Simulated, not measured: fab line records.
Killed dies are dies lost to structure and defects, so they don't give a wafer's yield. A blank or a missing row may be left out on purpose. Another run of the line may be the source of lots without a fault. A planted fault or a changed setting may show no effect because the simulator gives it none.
fab line records    flow n5_finfet
record lots=7  wafers=39
route steps=1938 shown WELL_APT@55 FIN_SAQP@94 FIN_CUT@173 DUMMY_GATE@237 SPACER0@258 HKMG_FIN@386
start_h: hours from the record's first day to the start of the lot's first wafer shown    wait_h: time in hours since the lot's previous step    " same as the row above    L1.1+2: several wafers, shown together as one row    - no value, or no start given    * or withheld: withheld    < > ~ a bound
route shown NAME@n: NAME is a module with steps in the file, n the number in the route of the first one    usual: mean and standard deviation over wafers with no fault    same: alike in all rows    chamber/n: place in a boat    sites: per-site readings    _std_site: their standard deviation    _edge_site: inner sites' mean taken away from outer sites' mean    radius_mm: for every site, how far away it sits from the centre of the wafer    mask NAME#n: copy n    behind: the last tool/chamber to shape the wafer    hold: the reason the lot was held/the length of the hold in hours/how it ended    device: which transistor (n, p or np) failed to switch    end of line: at the end of the route, the tests of the same wafers    where a step has no rows: the recipe by itself    killed: dies lost to structure and defects at the first sort, not the wafer's yield    map: shows each die of a wafer: x if killed, . if not, _ if none is there
set.NAME: the setting that was run; set.NAME@STEP: the one run at that earlier step    model.NAME: the simulator's own value behind a step, which no gauge read
lots with deliberately changed settings; one table per step, one row per wafer
## steps
# step N5_WELL_APT_EPI_41
# recipe material=Si  target_thk_a=500  temp_c=650  precursor=SiH4/H2  pressure_torr=20  time_s=297.7
lot.wafer  tool          chamber  start_h  wait_h  set.target_thk_a  model.Si_of_WELL_APT_EPI_41.thk_nm
L075.2     epi_rpcvd-04  0        22.52    0.1     500               50.18
L075.3     "             0        "        "       500               49.24
L075.4     "             0        "        "       500               49.91
L078.1     epi_rpcvd-04  0        40.61    0.0     500               49.28
L078.2     "             0        "        "       483.9             48.58
L078.3     "             0        "        "       483.9             47.49
L078.4     "             0        "        "       500               50.02
L078.5     "             0        "        "       483.9             48.39
L078.6     "             0        "        "       500               50.9
L081.1     epi_rpcvd-04  0        58.25    0.0     500               49.92
L081.2     "             0        "        "       469.2             46.82
L081.3     "             0        "        "       500               49.29
L081.4     "             0        "        "       469.2             46.91
L081.5     "             0        "        "       469.2             47.77
L081.6     "             0        "        "       500               50.68
L085.1     epi_rpcvd-04  0        82.34    0.0     500               50.75
L085.2     "             0        "        "       462.4             46.83
L085.3     "             0        "        "       500               50.81
L085.4     "             0        "        "       462.4             47.01
L085.5     "             0        "        "       462.4             47.07
L085.6     "             0        "        "       500               50.52
L092.1     epi_rpcvd-02  0        123.81   0.0     538.8             53.84
L092.2     "             0        "        "       500               50.22
L092.3     "             0        "        "       538.8             53.98
L092.4     "             0        "        "       500               50.02
L092.5     "             0        "        "       500               49.98
L092.6     "             0        "        "       538.8             53.76
L094.1     epi_rpcvd-01  0        135.90   0.0     500               50.74
L094.2     "             0        "        "       530.2             53.54
L094.3     "             0        "        "       530.2             53.32
L094.4     "             0        "        "       500               50.52
L094.5     "             0        "        "       530.2             54.24
L094.6     "             0        "        "       500               50.41
L097.1     epi_rpcvd-04  0        154.92   0.0     500               49.88
L097.2     "             0        "        "       500               50.3
L097.3     "             0        "        "       481               48.88
L097.4     "             0        "        "       481               48.13
L097.5     "             0        "        "       500               49.5
L097.6     "             0        "        "       481               47.8
# step N5_FIN_SAQP_ALD_61
# recipe material=SiO2  target_thk_a=40  temp_c=300  ald_precursor_family=BDEAS  ald_co_reactant=O2-plasma  pulse_time_s=1  purge_time_s=2  co_reactant_purge_time_s=2  ald_cycles=43  pressure_torr=2
lot.wafer  tool        chamber  start_h  wait_h  set.ald_cycles  model.SiO2_of_FIN_SAQP_ALD_61.thk_nm
L075.2     ald_sin-02  0        26.98    0.5     43              3.967
L075.3     "           2        "        "       43              3.989
L075.4     "           3        "        "       43              4.026
L078.1     ald_sin-04  2        45.25    0.0     43              3.987
L078.2     "           1        "        "       36              3.336
L078.3     "           0        "        "       43              3.996
L078.4     "           3        "        "       36              3.372
L078.5     "           0        "        "       36              3.335
L078.6     "           1        "        "       43              4.007
L081.1     ald_sin-03  3        63.22    0.0     43              3.986
L081.2+3   "           1,0      "        "       43              3.989
L081.4     "           2        "        "       43              3.983
L081.5     "           3        "        "       43              3.987
L081.6     "           2        "        "       43              3.959
L085.1     ald_sin-02  3        86.72    0.0     43              4.021
L085.2     "           1        "        "       38              3.514
L085.3     "           2        "        "       43              3.971
L085.4     "           0        "        "       43              3.958
L085.5     "           3        "        "       38              3.558
L085.6     "           0        "        "       38              3.48
L092.1     ald_sin-04  0        128.74   0.1     43              3.972
L092.2     "           2        "        "       43              4.001
L092.3     "           3        "        "       43              4.043
L092.4     "           1        "        "       43              3.998
L092.5     "           2        "        "       43              4.028
L092.6     "           3        "        "       43              4.048
L094.1     ald_sin-03  3        140.09   0.0     43              4.003
L094.2     "           1        "        "       43              3.983
L094.3     "           0        "        "       39              3.616
L094.4     "           2        "        "       43              3.989
L094.5     "           0        "        "       39              3.606
L094.6     "           1        "        "       39              3.627
L097.1     ald_sin-03  3        159.26   0.0     43              3.996
L097.2     "           0        "        "       43              3.981
L097.3     "           1        "        "       43              4.013
L097.4     "           2        "        "       43              3.978
L097.5     "           3        "        "       43              4.01
L097.6     "           2        "        "       43              3.976
# step N5_FIN_CUT_CUT_ETCH_26
# recipe chemistry=CH3F/O2  target=SiNx  target_depth_a=390  mask_material=SOC  time_s=55.7  pressure_mtorr=30  source_w=395  bias_w=73  Ar_flow_sccm=150  CH3F_flow_sccm=30  O2_flow_sccm=20  ion_energy_ev=120
lot.wafer  tool         chamber  start_h  wait_h  set.time_s  model.etch.depth_nm  model.SOC_of_FIN_CUT_COAT_18.thk_nm
L075.2     rie_diel-06  2        33.63    0.0     55.7        39.32                211.4
L075.3     "            0        "        "       55.7        38.5                 211.2
L075.4     "            0        "        "       55.7        38.39                211.8
L078.1     rie_diel-05  3        53.01    0.0     46.82       32.56                214.2
L078.2     "            0        "        "       55.7        38.85                210.8
L078.3     "            1        "        "       46.82       33.8                 213.2
L078.4     "            2        "        "       46.82       33.48                214
L078.5     "            3        "        "       55.7        38.21                211.2
L078.6     "            0        "        "       55.7        38.57                211.6
L081.1     rie_diel-04  0        70.30    0.0     55.7        38.57                210.4
L081.2     "            1        "        "       55.7        39.24                211
L081.3     "            3        "        "       63.68       43.64                209
L081.4     "            0        "        "       55.7        38.27                210.8
L081.5     "            3        "        "       63.68       43.4                 208.8
L081.6     "            1        "        "       63.68       44.52                208.6
L085.1     rie_diel-05  0        93.09    0.0     55.7        38.94                212
L085.2     "            3        "        "       55.7        38.59                212
L085.3     "            2        "        "       62.14       44.86                209.4
L085.4     "            1        "        "       55.7        39.5                 211.8
L085.5     "            3        "        "       62.14       43.18                209.8
L085.6     "            0        "        "       62.14       43.13                209.4
L092.1     rie_diel-06  3        136.01   0.0     55.7        37.78                212.8
L092.2     "            0        "        "       55.7        37.81                212.4
L092.3     "            2        "        "       50.18       34.49                214.2
L092.4     "            1        "        "       50.18       34.42                213.8
L092.5     "            2        "        "       55.7        38.17                211.6
L092.6     "            3        "        "       50.18       34.11                214.2
L094.1     rie_diel-05  3        147.74   0.0     62.35       43.56                210.2
L094.2     "            1        "        "       55.7        39.44                211.8
L094.3     "            0        "        "       62.35       43.63                210
L094.4     "            2        "        "       55.7        39.46                213
L094.5     "            1        "        "       55.7        39.6                 212.6
L094.6     "            0        "        "       62.35       43.57                209.6
L097.1     rie_diel-06  2        165.61   0.0     61.96       42.56                209.4
L097.2     "            0        "        "       55.7        38.49                211.4
L097.3     "            1        "        "       55.7        38.77                211.4
L097.4     "            3        "        "       55.7        37.69                211.8
L097.5     "            1        "        "       61.96       43.57                209.2
L097.6     "            2        "        "       61.96       42.29                209.6
# step N5_FIN_CUT_CUT_ETCH_27
# recipe chemistry=CHF3/O2  target=SiO2  target_depth_a=40  mask_material=SOC  overetch_a=20  time_s=4.9  pressure_mtorr=30  source_w=650  bias_w=170  Ar_flow_sccm=200  CHF3_flow_sccm=50  O2_flow_sccm=5  ion_energy_ev=200
lot.wafer  tool         chamber  start_h  wait_h  set.time_s@FIN_CUT_CUT_ETCH_26  model.SOC_of_FIN_CUT_COAT_18.thk_nm
L075.2     rie_diel-06  2        33.67    0.0     55.7                            207.6
L075.3     "            0        "        "       55.7                            207.2
L075.4     "            0        "        "       55.7                            207.8
L078.1     rie_diel-05  3        53.05    0.0     46.82                           210.6
L078.2     "            0        "        "       55.7                            207
L078.3     "            1        "        "       46.82                           209.4
L078.4     "            2        "        "       46.82                           210
L078.5     "            3        "        "       55.7                            207.6
L078.6     "            0        "        "       55.7                            207.8
L081.1     rie_diel-04  0        70.34    0.0     55.7                            206.6
L081.2+4   "            1,0      "        "       55.7                            207.2
L081.3     "            3        "        "       63.68                           205.2
L081.5     "            3        "        "       63.68                           205
L081.6     "            1        "        "       63.68                           204.8
L085.1+4   rie_diel-05  0,1      93.13    0.0     55.7                            208
L085.2     "            3        "        "       55.7                            208.4
L085.3     "            2        "        "       62.14                           205.4
L085.5     "            3        "        "       62.14                           206
L085.6     "            0        "        "       62.14                           205.6
L092.1     rie_diel-06  3        136.05   0.0     55.7                            209.2
L092.2     "            0        "        "       55.7                            208.6
L092.3+6   "            2,3      "        "       50.18                           210.4
L092.4     "            1        "        "       50.18                           210.2
L092.5     "            2        "        "       55.7                            207.8
L094.1     rie_diel-05  3        147.79   0.0     62.35                           206.6
L094.2     "            1        "        "       55.7                            208
L094.3     "            0        "        "       62.35                           206.4
L094.4     "            2        "        "       55.7                            209.2
L094.5     "            1        "        "       55.7                            208.8
L094.6     "            0        "        "       62.35                           205.8
L097.1     rie_diel-06  2        165.66   0.0     61.96                           205.6
L097.2     "            0        "        "       55.7                            207.4
L097.3     "            1        "        "       55.7                            207.6
L097.4     "            3        "        "       55.7                            208.2
L097.5     "            1        "        "       61.96                           205.4
L097.6     "            2        "        "       61.96                           205.8
# step N5_DUMMY_GATE_ETCH_37
# recipe chemistry=N2/H2  target=SOC  target_depth_a=600  overetch_a=300  temp_c=40  ion_energy_ev=200  pressure_mtorr=30  source_w=840  bias_w=150  n2_flow_sccm=200  h2_flow_sccm=200
# usual rf_vpp_V=523.5/2
lot.wafer  tool         chamber  start_h  wait_h  set.source_w  rf_vpp_V  model.SiARC_of_DUMMY_GATE_COAT_35.thk_nm
L075.2     rie_diel-06  0        52.69    0.0     840           524.0     5.2
L075.3     "            1        "        "       840           519.7     5.2
L075.4     "            0        "        "       840           522.7     5.2
L078.1     rie_diel-06  2        72.28    0.0     840           521.6     5
L078.2     "            3        "        "       840           523.0     5.2
L078.3     "            0        "        "       840           521.6     5.2
L078.4     "            1        "        "       840           520.5     5.2
L078.5     "            3        "        "       840           521.8     5.2
L078.6     "            2        "        "       840           521.2     5
L081.1     rie_diel-04  1        88.98    0.0     840           522.8     5
L081.2     "            0        "        "       840           521.9     5.2
L081.3     "            3        "        "       840           522.6     5.2
L081.4     "            0        "        "       840           523.4     5.2
L081.5     "            1        "        "       840           523.7     5
L081.6     "            3        "        "       840           523.1     5
L085.1     rie_diel-04  1        113.02   0.0     938.5         505.7     4.8
L085.2     "            0        "        "       840           523.1     5.2
L085.3     "            3        "        "       840           523.6     5.2
L085.4     "            1        "        "       938.5         504.5     4.6
L085.5     "            3        "        "       840           523.9     5.2
L085.6     "            0        "        "       938.5         503.9     5
L092.1     rie_diel-04  1        154.56   0.0     840           523.9     5
L092.2     "            0        "        "       840           523.5     5.2
L092.3     "            2        "        "       713.2         554.7     5.6
L092.4     "            1        "        "       713.2         553.3     5.4
L092.5     "            2        "        "       713.2         553.7     5.6
L092.6     "            0        "        "       840           524.0     5
L094.1     rie_diel-05  2        166.20   0.0     706.3         555.4     5.4
L094.2     "            1        "        "       706.3         555.5     5.4
L094.3     "            1        "        "       840           525.4     5
L094.4     "            2        "        "       840           526.1     5
L094.5     "            1        "        "       706.3         555.6     5.4
L094.6     "            2        "        "       840           525.7     5
L097.1     rie_diel-05  1        184.08   0.0     840           524.9     5.2
L097.2     "            3        "        "       840           526.3     5
L097.3     "            0        "        "       840           520.6     5
L097.4     "            2        "        "       840           525.7     5
L097.5     "            3        "        "       840           527.9     5
L097.6     "            2        "        "       840           523.8     5
# step N5_SPACER0_ALD_07
# recipe material=SiNx  target_thk_a=20  temp_c=400  ald_precursor_family=SiH2I2  ald_co_reactant=N2/H2-plasma  pressure_torr=2
lot.wafer         tool        chamber      start_h  wait_h  set.target_thk_a  model.SiNx_of_SPACER0_ALD_07.thk_nm
L075.2+3+4        ald_sin-01  0,3,2        53.91    0.0     20                2
L078.1+2+3+4+5+6  ald_sin-04  0,2,1,3,2,3  73.44    0.0     20                2
L081.1+2+3+4+5+6  ald_sin-04  1,3,0,1,3,0  90.42    0.4     20                2
L085.1+4+5        ald_sin-01  3,1,2        114.07   0.0     20                2
L085.2+3+6        "           2,0,3        "        "       22.98             2.4
L092.1+3+5        ald_sin-01  1,0,2        155.61   0.0     17.74             1.8
L092.2+4+6        "           2,3,1        "        "       20                2
L094.1+3+5        ald_sin-04  3,1,1        167.44   0.0     17.37             1.8
L094.2+4+6        "           0,2,2        "        "       20                2
L097.1+2+6        ald_sin-01  1,3,3        187.15   1.8     20                2
L097.3+4+5        "           2,0,2        "        "       17.37             1.8
# step N5_HKMG_FIN_HK_ALD_01
# recipe material=HfO2  target_thk_a=16  temp_c=withheld  ald_precursor_family=HfCl4  ald_co_reactant=H2O  pulse_time_s=3  purge_time_s=3  co_reactant_purge_time_s=2.5  co_reactant_pulse_time_s=0.3  ald_cycles=30
lot.wafer         tool       chamber      start_h  wait_h  set.ald_cycles
L075.2+3+4        ald_hk-02  3,0,2        76.01    0.0     30
L078.1+4+6        ald_hk-02  1,2,0        96.18    0.0     30
L078.2+3+5        "          0,3,1        "        "       32
L081.1+2+3+4+5+6  ald_hk-01  3,1,0,2,1,0  112.29   0.0     30
L085.1+3+4        ald_hk-03  2,3,1        137.49   0.0     30
L085.2+5+6        "          0,2,3        "        "       28
L092.1+2+3+4+5+6  ald_hk-03  0,2,3,1,3,0  179.33   0.0     30
L094.1+4+5        ald_hk-03  0,3,0        192.83   0.0     26
L094.2+3+6        "          1,2,3        "        "       30
L097.1+4+6        ald_hk-03  0,3,1        210.92   0.0     32
L097.2+3+5        "          1,2,0        "        "       30
# step N5_HKMG_FIN_CVD_62
# recipe material=a-Si  target_thk_a=30  temp_c=500  precursor=Si2H6  pressure_torr=1  time_s=20.8
lot.wafer         tool               chamber      start_h  wait_h  set.time_s
L075.2+3+4        thermal_cvd_si-01  1,2,2        78.77    0.2     20.8
L078.1+2+3        thermal_cvd_si-02  0,2,1        99.00    0.2     20.7
L078.4+5+6        "                  0,2,1        "        "       20.8
L081.1+2+3+4+5+6  thermal_cvd_si-01  0,1,2,0,1,2  114.93   0.2     20.8
L085.1+3+5        thermal_cvd_si-02  0,1,1        140.13   0.2     20.8
L085.2+4+6        "                  2,2,0        "        "       21.1
L092.1+2+4        thermal_cvd_si-01  1,0,2        182.13   0.2     21.1
L092.3+5+6        "                  2,1,0        "        "       20.8
L094.1+2+4        thermal_cvd_si-01  0,1,2        195.68   0.2     21.07
L094.3+5+6        "                  2,0,1        "        "       20.8
L097.1+2+3+4+5+6  thermal_cvd_si-02  1,0,2,2,0,1  213.56   0.2     20.8
# step N5_HKMG_FIN_RTA_80
# recipe temp_c=withheld  time_s=2  ambient=N2  idle_temp_c=600  ramp_up_c_per_s=150  ramp_down_c_per_s=60  cool_to_c=600
# step N5_HKMG_FIN_PRECLEAN_64
# recipe chemistry=dHF  time_s=30  temp_c=25  dilution=withheld
# step N5_HKMG_FIN_WET_ETCH_82
# recipe chemistry=dHCl  mix=1:10000  temp_c=25  target=La2O3  stop_on=HfO2  target_depth_nm=2  dry=ipa_marangoni  rinse_time_s=30  rinse_temp_c=23
# step N5_HKMG_FIN_ALD_36
# recipe material=TiN  target_thk_a=10  temp_c=400  ald_precursor_family=TiCl4  ald_co_reactant=NH3  pulse_time_s=1  purge_time_s=3  co_reactant_purge_time_s=2  co_reactant_pulse_time_s=2  ald_cycles=47  pressure_torr=3
# step N5_HKMG_FIN_THK_MEAS_70
# recipe thk_meas_gauge=xrf  reads=HfO2_of_HKMG_FIN_HK_ALD_01
# usual HK_THK=1.623/0.025
lot.wafer  tool           chamber  start_h  wait_h  set.ald_cycles@HKMG_FIN_HK_ALD_01  HK_THK[nm]
L075.2     film_metro-02  -        79.45    0.2     30                                 1.561
L075.3     "              -        "        "       30                                 1.616
L075.4     "              -        "        "       30                                 1.645
L078.1     film_metro-01  -        99.67    0.2     30                                 1.627
L078.2     "              -        "        "       32                                 1.760
L078.3     "              -        "        "       32                                 1.753
L078.4     "              -        "        "       30                                 1.648
L078.5     "              -        "        "       32                                 1.727
L078.6     "              -        "        "       30                                 1.643
L081.1     film_metro-02  -        115.62   0.2     30                                 1.610
L081.2     "              -        "        "       30                                 1.641
L081.3     "              -        "        "       30                                 1.646
L081.4     "              -        "        "       30                                 1.649
L081.5     "              -        "        "       30                                 1.658
L081.6     "              -        "        "       30                                 1.609
L085.1     film_metro-01  -        140.81   0.2     30                                 1.622
L085.2     "              -        "        "       28                                 1.524
L085.3     "              -        "        "       30                                 1.633
L085.4     "              -        "        "       30                                 1.618
L085.5     "              -        "        "       28                                 1.531
L085.6     "              -        "        "       28                                 1.529
L092.1     film_metro-01  -        182.81   0.2     30                                 1.642
L092.2     "              -        "        "       30                                 1.622
L092.3     "              -        "        "       30                                 1.644
L092.4     "              -        "        "       30                                 1.640
L092.5     "              -        "        "       30                                 1.628
L092.6     "              -        "        "       30                                 1.637
L094.1     film_metro-02  -        196.36   0.2     26                                 1.405
L094.2     "              -        "        "       30                                 1.625
L094.3     "              -        "        "       30                                 1.631
L094.4     "              -        "        "       26                                 1.378
L094.5     "              -        "        "       26                                 1.396
L094.6     "              -        "        "       30                                 1.624
L097.1     film_metro-01  -        214.36   0.2     32                                 1.748
L097.2     "              -        "        "       30                                 1.612
L097.3     "              -        "        "       30                                 1.618
L097.4     "              -        "        "       32                                 1.721
L097.5     "              -        "        "       30                                 1.636
L097.6     "              -        "        "       32                                 1.733
## key
split step=N5_WELL_APT_EPI_41  setting=target_thk_a  stated=500  by=wafer
response step=N5_WELL_APT_EPI_41  reading=model.Si_of_WELL_APT_EPI_41.thk_nm  change=+0.49  per=1%  r=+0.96
split step=N5_FIN_SAQP_ALD_61  setting=ald_cycles  stated=43  by=wafer
response step=N5_FIN_SAQP_ALD_61  reading=model.SiO2_of_FIN_SAQP_ALD_61.thk_nm  change=+0.04  per=1%  r=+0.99
split step=N5_FIN_CUT_CUT_ETCH_26  setting=time_s  stated=55.7  by=wafer
response step=N5_FIN_CUT_CUT_ETCH_26  reading=model.etch.depth_nm  change=+0.362  per=1%  r=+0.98
response step=N5_FIN_CUT_CUT_ETCH_26  reading=model.SOC_of_FIN_CUT_COAT_18.thk_nm  change=-0.176  per=1%  r=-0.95
response step=N5_FIN_CUT_CUT_ETCH_27  reading=model.SOC_of_FIN_CUT_COAT_18.thk_nm  change=-0.175  per=1%  r=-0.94
split step=N5_DUMMY_GATE_ETCH_37  setting=source_w  stated=840  by=wafer
response step=N5_DUMMY_GATE_ETCH_37  reading=rf_vpp_V  change=-1.86  per=1%  r=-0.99
response step=N5_DUMMY_GATE_ETCH_37  reading=model.SiARC_of_DUMMY_GATE_COAT_35.thk_nm  change=-0.0293  per=1%  r=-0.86
split step=N5_SPACER0_ALD_07  setting=target_thk_a  stated=20  by=wafer
response step=N5_SPACER0_ALD_07  reading=model.SiNx_of_SPACER0_ALD_07.thk_nm  change=+0.0194  per=1%  r=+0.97
split step=N5_HKMG_FIN_HK_ALD_01  setting=ald_cycles  stated=30  by=wafer
response step=N5_HKMG_FIN_THK_MEAS_70  reading=HK_THK  change=+0.0168  per=1%  r=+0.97
split step=N5_HKMG_FIN_CVD_62  setting=time_s  stated=20.8  by=wafer
response none clear
